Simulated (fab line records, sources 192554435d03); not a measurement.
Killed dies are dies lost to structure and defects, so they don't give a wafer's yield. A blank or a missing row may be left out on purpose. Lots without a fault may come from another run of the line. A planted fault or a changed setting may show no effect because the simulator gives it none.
fab line records | flow n5_finfet
record lots=9 wafers=25 last_day=21
route steps=1938 shown MOL_CONTACT_COAG@529 BEOL_M4@1111 PASSIVATION@1936
lots that met no fault: from a run of the same line without faults
start_h: hours from the record's first day to the start of the lot's first wafer shown | wait_h: hours since the lot's step before | " the same as in the row above | L1.1+2: a row that stands for several wafers | - no value, or no start given | * or withheld: withheld | < > ~ a bound
route shown NAME@n: a module of which the file shows steps, and the number in the route of the first | usual: mean/standard deviation of fault-free wafers | same: alike in all rows | chamber/n: place in a boat | sites: the reading at each site | _std_site: their standard deviation | _edge_site: outer sites' mean less inner sites' | radius_mm: how far each site lies from the wafer's centre | mask NAME#n: copy n | behind: the tool/chamber that last shaped the wafer | hold: why the lot was held/for how many hours/how that ended | device: the transistor (n, p or np) that didn't switch | end of line: the same wafers' tests at the end of the route | a step without rows: its recipe alone | killed: dies lost to structure and defects at the first sort, not the wafer's yield | map: a wafer's dies, x killed, . not, _ none there
set.NAME: the setting as run; set.NAME@STEP: as run at that earlier step | model.NAME: the simulator's own value behind a step, which no gauge read
steps of the route over a sample of lots; a table a step, a row a wafer
services: from which hour (start_h, from the record's first day; less than 0 if before it) a tool's chamber was out of use, for how many hours, and why
## steps
# step N5_MOL_CONTACT_COAG_DESCUM_13
# recipe chemistry=O2 time_s=7 source_power_w=50 bias_power_w=20 pressure_mtorr=20 rf_frequency_hz=2.712e+07 temp_c=40 resist=CAR-EUV o2_flow_sccm=225
# usual drypump_motor_current_A=5.9/0.42 oes_product_au=0.79/0.083 rf_vpp_V=243.8/1.2 showerhead_plenum_p_Torr=2.13/0.059 throttle_valve_pct=20.36/0.25
# same time_s=7
# columns lot.wafer tool chamber start_h wait_h drypump_motor_current_A oes_product_au rf_hours_counter_h rf_vpp_V showerhead_plenum_p_Torr throttle_valve_pct
L315.3 rie_diel-01 2 99.89 0.0 5.5 0.77 148 244.0 2.08 20.07
L315.4 " 3 " " 6.5 0.77 143 243.7 2.11 20.18
L315.5 " 1 " " 6.0 0.70 - 244.0 2.09 20.85
L316.1 rie_diel-04 2 100.11 0.0 5.7 0.83 69 244.7 2.09 20.10
L316.4 " 0 " " 5.1 0.70 214 243.7 2.07 20.66
L316.5 " 1 " " 6.3 0.96 - 244.6 2.15 20.43
L317.2 rie_diel-04 0 102.28 0.1 5.1 0.68 215 242.4 2.07 20.67
L317.5 " 3 " " 5.7 0.71 - 245.0 2.16 20.47
L317.6 " 2 " " 5.7 0.81 - 243.5 2.09 20.09
L319.1 rie_diel-04 0 115.76 0.7 5.1 0.68 220 242.6 2.07 20.69
L319.4 " 3 " " 5.6 0.71 221 244.4 2.16 20.47
L319.6 " 2 " " 5.7 0.82 - 243.1 2.09 20.10
L321.4 rie_diel-01 2 128.34 0.0 5.6 0.77 154 243.9 2.08 20.10
L321.5 " 0 " " 6.2 0.85 - 245.8 2.21 20.24
L331.2 rie_diel-01 3 186.73 0.3 6.4 0.75 170 243.0 2.10 20.21
L331.3 " 2 " " 5.6 0.73 177 244.2 2.07 20.13
L331.6 " 2 " " 5.6 0.73 - 243.0 2.07 20.13
L332.3 rie_diel-04 0 188.47 0.3 5.1 0.67 246 243.8 2.06 20.71
L332.4 " 1 " " 6.3 0.90 42 244.5 2.14 20.48
L332.6 " 0 " " 5.1 0.67 - 243.2 2.06 20.72
L334.3 rie_diel-05 0 201.97 0.0 5.7 0.81 68 244.2 2.21 20.08
L334.6 " 2 " " 5.8 0.87 - 243.3 2.10 20.07
L336.1 rie_diel-05 0 217.74 0.2 5.7 0.79 74 244.7 2.21 20.12
L336.3 " 3 " " 6.7 0.86 37 245.1 2.25 20.43
L336.6 " 0 " " 5.7 0.80 - 244.7 2.21 20.10
# step N5_MOL_CONTACT_COAG_IMPLANT_129
# recipe species=Ge energy_kev=3 dose_cm2=6e+14 tilt_deg=0 rotation_deg=0
# usual beam_energy_keV=2.9998/0.00095 dose_ions_cm2=6.001e+14/6.9e+11 end_station_pressure_torr=6e-06/3.3e-07
# columns lot.wafer tool chamber start_h wait_h beam_energy_keV dose_ions_cm2 end_station_pressure_torr
L315.3 implanter-02 0 100.39 0.1 3.0000 5.996e+14 5.8e-06
L315.4 " 0 " " 3.0004 5.988e+14 5.4e-06
L315.5 " 0 " " 3.0001 5.992e+14 6.2e-06
L316.1 implanter-01 0 100.54 0.0 2.9995 6.002e+14 6.5e-06
L316.4 " 0 " " 2.9996 5.994e+14 6e-06
L316.5 " 0 " " 3.0014 5.997e+14 6e-06
L317.2 implanter-02 0 102.74 0.1 2.9995 6.007e+14 5.5e-06
L317.5 " 0 " " 2.9994 6.003e+14 5.7e-06
L317.6 " 0 " " 3.0001 6.002e+14 5.9e-06
L319.1 implanter-02 0 116.19 0.0 2.9985 6e+14 5.9e-06
L319.4 " 0 " " 2.9980 5.999e+14 6.1e-06
L319.6 " 0 " " 2.9990 6.013e+14 5.9e-06
L321.4 implanter-01 0 128.87 0.1 3.0007 6.012e+14 5.1e-06
L321.5 " 0 " " 2.9999 6.009e+14 5.5e-06
L331.2 implanter-02 0 187.23 0.1 1.2755 5.999e+14 1.04e-05
L331.3 " 0 " " 1.2732 5.989e+14 9.5e-06
L331.6 " 0 " " 1.2747 5.996e+14 1.02e-05
L332.3 implanter-02 0 189.03 0.1 1.2744 5.997e+14 9.6e-06
L332.4 " 0 " " 1.2750 5.993e+14 1.05e-05
L332.6 " 0 " " 1.2747 5.993e+14 9.1e-06
L334.3 implanter-01 0 202.46 0.1 2.9999 5.993e+14 6.2e-06
L334.6 " 0 " " 3.0009 6e+14 6.4e-06
L336.1 implanter-01 0 218.17 0.0 3.0000 5.994e+14 6.3e-06
L336.3 " 0 " " 3.0010 6e+14 5.9e-06
L336.6 " 0 " " 3.0010 6.004e+14 6e-06
# step N5_MOL_CONTACT_COAG_SPUTTER_143
# recipe material=Co target_thk_a=25 temp_c=25 chamber_pressure_pa=0.2
# usual throttle_valve_pct=30.2/1.2
# columns lot.wafer tool chamber start_h wait_h throttle_valve_pct
L315.3 pvd_sputter-02 - 105.87 0.0 30.7
L315.4 " - " " 30.2
L315.5 " - " " 30.7
L316.1 pvd_sputter-02 - 106.13 0.0 30.5
L316.4 " - " " 28.9
L316.5 " - " " 30.4
L317.2 pvd_sputter-02 - 106.87 0.0 29.0
L317.5 " - " " 30.6
L317.6 " - " " 30.5
L319.1 pvd_sputter-01 - 120.82 0.0 28.7
L319.4 " - " " 31.5
L319.6 " - " " 28.6
L321.4 pvd_sputter-03 - 132.41 0.0 29.0
L321.5 " - " " 28.5
L331.2 pvd_sputter-02 - 189.47 0.0 30.5
L331.3 " - " " 28.9
L331.6 " - " " 29.1
L332.3 pvd_sputter-01 - 192.16 0.0 30.0
L332.4 " - " " 31.6
L332.6 " - " " 31.6
L334.3 pvd_sputter-01 - 204.98 0.0 30.0
L334.6 " - " " 32.0
L336.1 pvd_sputter-02 - 221.10 0.0 30.7
L336.3 " - " " 30.3
L336.6 " - " " 30.2
# step N5_MOL_CONTACT_COAG_ANNEAL_113
# recipe temp_c=400 time_s=300 ambient=H2/N2
# usual lamp_power_pct=2.939/0.014 lamp_zone_4_pct=2.939/0.013 lamp_zone_6_pct=2.909/0.014 wafer_temp_C_max=401.5/0.37
# same time_s=300
# columns lot.wafer tool chamber start_h wait_h lamp_power_pct lamp_zone_4_pct lamp_zone_6_pct wafer_temp_C_max
L316.1 rtp_anneal-01 0 106.87 0.3 2.957 2.960 2.930 401.9
L316.4 " 0 " " 2.959 2.955 2.929 401.9
L316.5 " 0 " " 2.958 2.953 2.931 401.7
L315.3 rtp_anneal-02 0 106.91 0.6 2.931 2.927 2.896 401.6
L315.4 " 0 " " 2.932 2.927 2.900 401.1
L315.5 " 0 " " 2.926 2.926 2.890 400.6
L317.2 rtp_anneal-02 0 107.84 0.6 2.926 2.933 2.900 401.3
L317.5 " 0 " " 2.927 2.930 2.894 401.7
L317.6 " 0 " " 2.929 2.931 2.900 401.4
L319.1 rtp_anneal-02 0 121.86 0.6 2.925 2.928 2.899 401.2
L319.4 " 0 " " 2.929 2.927 2.896 401.3
L319.6 " 0 " " 2.931 2.926 2.899 400.7
L321.4 rtp_anneal-02 0 133.59 0.5 2.926 2.930 2.896 401.1
L321.5 " 0 " " 2.927 2.930 2.897 401.6
L331.2 rtp_anneal-01 0 190.45 0.5 2.961 2.956 2.928 401.7
L331.3 " 0 " " 2.956 2.947 2.933 401.5
L331.6 " 0 " " 2.960 2.958 2.921 402.2
L332.3 rtp_anneal-02 0 193.19 0.6 2.930 2.927 2.899 401.6
L332.4 " 0 " " 2.932 2.925 2.903 401.3
L332.6 " 0 " " 2.929 2.926 2.901 401.2
L334.3 rtp_anneal-01 0 206.01 0.6 2.954 2.960 2.929 401.8
L334.6 " 0 " " 2.961 2.958 2.930 401.3
L336.1 rtp_anneal-01 0 221.84 0.3 2.958 2.960 2.921 402.3
L336.3 " 0 " " 2.961 2.954 2.932 401.2
L336.6 " 0 " " 2.956 2.954 2.925 401.6
# step N5_BEOL_M4_RC_MEAS_101
# usual DIBL_N=37.7/2 DIBL_P=37.7/2.3 IOFF_N=0.18/0.039 IOFF_P=0.23/0.042 ION_N=681/12 ION_P=463/8 RC_DENSE_N=19.2/0.5 RC_DENSE_P=24.1/0.65 RC_N=15.7/0.38 RC_P=19.6/0.5 SS_N=71.9/0.68 SS_P=73.6/0.71 VT_N=248/3.2 VT_P=-249/3.1
# columns lot.wafer tool chamber start_h wait_h DIBL_N[mV/V] DIBL_P[mV/V] IOFF_N[nA/um] IOFF_P[nA/um] ION_N[uA/um] ION_P[uA/um] RC_DENSE_N[ohm.um] RC_DENSE_P[ohm.um] RC_N[ohm.um] RC_P[ohm.um] SS_N[mV/dec] SS_P[mV/dec] VT_N[mV] VT_P[mV]
L317.2 prober-02 0 265.07 0.2 42.7 41.4 0.26 0.31 704 480 19.3 24.3 15.7 19.5 73.3 74.6 244 -245
L317.5 " 0 " " 36.7 34.8 0.13 0.18 672 465 18.9 23.6 15.4 19.0 71.3 72.9 254 -254
L317.6 " 0 " " 42.0 40.6 0.25 0.30 707 482 18.6 23.4 15.2 19.0 72.9 74.4 245 -247
L315.3 prober-01 0 271.29 0.3 36.6 36.6 0.17 0.24 669 464 19.0 24.0 15.5 19.5 72.1 72.7 249 -245
L315.4 " 0 " " 38.5 38.0 0.20 0.25 675 460 19.1 24.1 15.6 19.6 72.3 73.1 248 -243
L315.5 " 0 " " 40.1 42.1 0.26 0.36 688 471 18.8 23.7 15.4 19.3 72.8 73.9 243 -241
L316.1 prober-01 0 273.92 0.0 36.0 33.5 0.15 0.17 683 459 19.1 24.0 15.6 19.5 71.5 73.2 248 -252
L316.4 " 0 " " 41.0 39.8 0.31 0.28 702 465 19.4 23.8 15.8 19.6 72.3 74.6 239 -246
L316.5 " 0 " " 37.1 35.3 0.17 0.20 672 459 19.8 24.8 16.1 20.0 71.9 73.7 247 -250
L319.1 prober-01 0 278.27 0.0 36.2 35.5 0.13 0.16 658 441 19.4 24.2 15.9 20.0 72.6 73.6 254 -256
L319.4 " 0 " " 37.5 38.0 0.16 0.20 679 457 19.2 24.1 15.8 19.5 72.2 72.6 251 -254
L319.6 " 0 " " 41.2 40.8 0.24 0.24 677 452 18.9 23.9 15.5 19.2 72.4 74.0 245 -250
L321.4 prober-01 0 305.76 0.5 36.3 37.5 0.16 0.21 684 469 18.5 23.0 15.1 18.9 72.1 73.8 252 -249
L321.5 " 0 " " 39.2 41.1 0.23 0.26 700 471 18.9 23.6 15.4 19.2 72.5 75.4 245 -248
L332.3 prober-02 0 348.76 0.3 37.2 36.4 0.17 0.23 668 459 23.5 29.2 19.2 23.9 71.4 73.9 248 -250
L332.4 " 0 " " 37.3 36.6 0.16 0.23 674 459 23.6 29.3 19.3 24.1 72.0 74.3 252 -250
L332.6 " 0 " " 38.1 37.9 0.19 0.25 670 456 22.8 28.6 18.8 23.2 72.4 73.7 249 -246
L331.2 prober-02 0 358.24 0.2 37.4 38.8 0.16 0.23 657 451 24.4 30.3 19.8 24.7 71.4 74.0 254 -251
L331.3 " 0 " " 40.2 41.9 0.23 0.27 677 458 23.3 28.9 18.9 23.7 72.8 74.6 246 -249
L331.6 " 0 " " 36.1 37.4 0.15 0.20 669 453 23.6 29.3 19.1 23.9 71.9 73.9 252 -252
L334.3 prober-01 0 378.16 0.3 38.2 38.9 0.19 0.24 685 466 18.5 22.7 15.0 18.7 71.8 73.5 246 -248
L334.6 " 0 " " 33.5 32.8 0.11 0.16 674 461 19.7 24.3 16.0 19.9 70.6 72.8 254 -255
L336.1 prober-02 0 385.87 0.0 38.5 36.9 0.20 0.21 681 464 18.6 23.5 15.2 19.1 72.8 73.6 247 -249
L336.3 " 0 " " 35.3 35.0 0.15 0.19 682 464 19.4 24.5 15.9 20.0 71.3 73.6 248 -249
L336.6 " 0 " " 36.5 36.6 0.15 0.20 671 457 18.9 23.7 15.3 19.3 71.7 73.2 251 -249
# step N5_PASSIVATION_PROBE_49
# usual defect_limited_yield=91.1/1.4 killed_at_M0_to_M3=34/9.6 killed_at_M4_up=15/5.3 killed_at_contacts=12/6.1 killed_at_front_end=40/11 killed_at_other=3.5/2.8 killed_dies=105/17 killed_on_rim=14/4.3 killed_open=70/12 killed_short=34/7.7 sort_bin_4_leakage=0.01/0.07 sort_bin_5_function=5.2/0.97 sort_bin_6_memory=3.4/0.62 sort_bin_8_speed=0.00/0.023 sort_n_pass=1075/17 sort_yield_pct=91.1/1.4
# same gross_dies=1180 killed_at_back_side=0
# columns lot.wafer tool chamber start_h wait_h defect_limited_yield[%] killed_at_M0_to_M3 killed_at_M4_up killed_at_contacts killed_at_front_end killed_at_other killed_dies killed_on_rim killed_open killed_short sort_bin_4_leakage[%] sort_bin_5_function[%] sort_bin_6_memory[%] sort_bin_8_speed[%] sort_n_pass sort_yield_pct[%]
L316.1 prober-01 - 387.83 0.0 90.9 17 22 3 51 14 107 17 69 34 0 5.2 3.8 0 1073 90.9
L316.4 prober-01 - 387.98 0.2 91.2 41 14 3 39 7 104 10 71 32 0.59 5.0 3.2 0 1069 90.6
L316.5 prober-01 - 388.03 0.2 93.5 18 9 3 47 0 77 11 52 20 0 3.5 2.8 0 1103 93.5
L321.4 prober-01 - 412.34 0.2 90.8 45 14 12 26 12 109 15 71 36 0 5.9 3.1 0 1071 90.8
L321.5 prober-01 - 412.39 0.2 89.6 52 10 14 43 4 123 18 81 41 0 5.8 4.2 0 1057 89.6
L332.3 prober-02 - 449.95 0.1 89.7 43 12 15 47 4 121 21 81 37 0 5.5 4.0 0 1059 89.7
L331.3 prober-01 - 457.03 0.1 92.1 30 21 10 26 6 93 11 53 40 0 4.5 2.9 0 1087 92.1
L336.1 prober-01 - 500.48 0.0 90.9 25 22 13 40 7 107 16 71 36 0 5.6 3.2 0 1073 90.9
L336.3 prober-01 - 500.58 0.1 91.6 34 12 16 37 0 99 11 70 29 0 4.9 3.3 0 1081 91.6
L336.6 prober-01 - 500.73 0.3 90.6 18 17 24 48 4 111 16 74 37 0 4.3 4.7 0 1069 90.6
# killed by level:class
L316.1 FIN_SAQP:geometric_particle:open=10 BEOL_M4:geometric_particle:open=9 FIN_SAQP:geometric_particle:short=8 GATE_CUT:geometric_particle:open=8 STI_FIN_REVEAL:geometric_particle:open=6 MIM_TOP_ETCH:geometric_particle:open=6 GATE_CUT:geometric_particle:short=5 BEOL_M1:geometric_particle:open=5
L316.4 BEOL_M0_SAQP:geometric_particle:open=16 STI_FIN_REVEAL:geometric_particle:open=10 BEOL_M1:geometric_particle:open=9 FIN_SAQP:geometric_particle:open=8 GATE_CUT:geometric_particle:short=5 BEOL_M0_SAQP:geometric_particle:short=5 BEOL_M2:geometric_particle:short=4 BEOL_M4:geometric_particle:short=4
L316.5 FIN_SAQP:geometric_particle:open=19 FIN_SAQP:geometric_particle:short=9 DUMMY_GATE:geometric_particle:open=4 BEOL_M3:geometric_particle:open=4 SDB:coat_microbubble_printed=4 STI_FIN_REVEAL:geometric_particle:open=3 BEOL_M0_SAQP:geometric_particle:short=3 BEOL_M2:geometric_particle:open=3
L321.4 BEOL_M3:geometric_particle:open=12 BEOL_M4:geometric_particle:open=11 BEOL_M0_SAQP:geometric_particle:short=10 MOL_CONTACT_COAG:geometric_particle:open=10 BEOL_M1:geometric_particle:open=9 BEOL_M0_SAQP:geometric_particle:open=6 MIM_TOP_ETCH:geometric_particle:short=5 STI_FIN_REVEAL:geometric_particle:open=4
L321.5 BEOL_M0_SAQP:geometric_particle:short=15 STI_FIN_REVEAL:geometric_particle:open=14 MOL_CONTACT_COAG:geometric_particle:open=13 BEOL_M2:geometric_particle:open=11 BEOL_M0_SAQP:geometric_particle:open=9 GATE_CUT:geometric_particle:short=7 BEOL_M1:geometric_particle:open=6 BEOL_M3:geometric_particle:open=6
L332.3 BEOL_M0_SAQP:geometric_particle:open=16 MOL_CONTACT_COAG:geometric_particle:open=13 FIN_SAQP:geometric_particle:short=11 BEOL_M2:geometric_particle:open=9 STI_FIN_REVEAL:geometric_particle:open=8 FIN_SAQP:geometric_particle:open=7 BEOL_M0_SAQP:geometric_particle:short=7 BEOL_M3:geometric_particle:open=6
L331.3 FIN_SAQP:geometric_particle:short=9 BEOL_M0_SAQP:geometric_particle:open=9 MOL_CONTACT_COAG:geometric_particle:open=8 BEOL_M2:geometric_particle:open=7 BEOL_M4:geometric_particle:open=7 BEOL_M4:geometric_particle:short=6 BEOL_M0_SAQP:geometric_particle:short=5 BEOL_M2:geometric_particle:short=3
L336.1 BEOL_M4:geometric_particle:open=10 FIN_SAQP:geometric_particle:open=9 MOL_CONTACT_COAG:geometric_particle:open=9 BEOL_M3:geometric_particle:open=9 STI_FIN_REVEAL:geometric_particle:open=7 FIN_SAQP:geometric_particle:short=5 GATE_CUT:geometric_particle:short=4 MOL_CONTACT_COAG:geometric_particle:short=4
L336.3 MOL_CONTACT_COAG:geometric_particle:open=15 STI_FIN_REVEAL:geometric_particle:open=9 BEOL_M3:geometric_particle:open=9 BEOL_M1:geometric_particle:open=6 BEOL_M2:geometric_particle:open=6 ILD0:geometric_particle:short=5 GATE_CUT:geometric_particle:short=4 BEOL_M0_SAQP:geometric_particle:open=4
L336.6 MOL_CONTACT_COAG:geometric_particle:open=19 STI_FIN_REVEAL:geometric_particle:open=12 FIN_SAQP:geometric_particle:open=10 BEOL_M4:geometric_particle:open=5 GATE_CUT:geometric_particle:short=5 MOL_CONTACT_COAG:geometric_particle:short=5 STARTING-WAFER:geometric_particle:short=5 FIN_CUT:geometric_particle:open=4
## services
# columns tool chamber start_h hours kind
pvd_sputter-03 - 87.28 0.9 repair
rie_diel-05 - 89.99 15.6 pm
pvd_sputter-02 - 94.64 5.5 repair
pvd_sputter-03 - 98.01 2.3 repair
pvd_sputter-02 - 102.33 3.4 repair
implanter-01 - 108.35 3.0 repair
rie_diel-01 - 109.73 14.6 pm
pvd_sputter-02 - 113.98 5.4 repair
pvd_sputter-03 - 115.44 3.8 repair
rie_diel-01 3 166.05 3.5 repair
rtp_anneal-01 - 179.09 1.0 pm
pvd_sputter-03 - 189.21 0.6 repair
implanter-02 - 191.84 1.3 repair
rie_diel-04 0 198.98 - clean
rie_diel-04 0 198.98 - consumable_replace:focus_ring
rie_diel-04 0 198.98 36.9 scheduled_down
rie_diel-04 0 198.98 36.9 vent_cycle
rie_diel-04 1 200.64 69.6 repair
rie_diel-04 3 203.83 8.1 repair
rie_diel-01 - 214.57 2.8 pm
rie_diel-01 1 219.36 - clean
rie_diel-01 1 219.36 - consumable_replace:focus_ring
rie_diel-01 1 219.36 21.5 scheduled_down
rie_diel-01 1 219.36 21.5 vent_cycle
## key
first_sign step=N5_MOL_CONTACT_COAG_IMPLANT_129 reading=beam_energy_keV direction=down sigmas=99+ usual=2.9998 struck=1.2746
effect step=N5_MOL_CONTACT_COAG_IMPLANT_129 reading=end_station_pressure_torr direction=up sigmas=12 usual=6e-06 struck=9.9e-06
effect step=N5_BEOL_M4_RC_MEAS_101 reading=RC_N direction=up sigmas=9.2 usual=15.7 struck=19.2
effect step=N5_BEOL_M4_RC_MEAS_101 reading=RC_P direction=up sigmas=8.6 usual=19.6 struck=23.9
effect step=N5_BEOL_M4_RC_MEAS_101 reading=RC_DENSE_N direction=up sigmas=8.6 usual=19.2 struck=23.5
effect step=N5_BEOL_M4_RC_MEAS_101 reading=RC_DENSE_P direction=up sigmas=8.1 usual=24.1 struck=29.3
met_at N5_MOL_CONTACT_COAG_IMPLANT_129
struck_lots L331,L332
not_acting_at N5_MOL_CONTACT_COAG_DESCUM_13,N5_MOL_CONTACT_COAG_SPUTTER_143,N5_MOL_CONTACT_COAG_ANNEAL_113
onset_between 116.19 187.23
fault kind=process_parameter_drift tool=implanter-02 chamber=- onset_h=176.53 steps=N5_MOL_CONTACT_COAG_IMPLANT_129 channel=energy_kev offset=-1.7249 shape=step end_h=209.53 acts_in=these_recipes_only stated=3
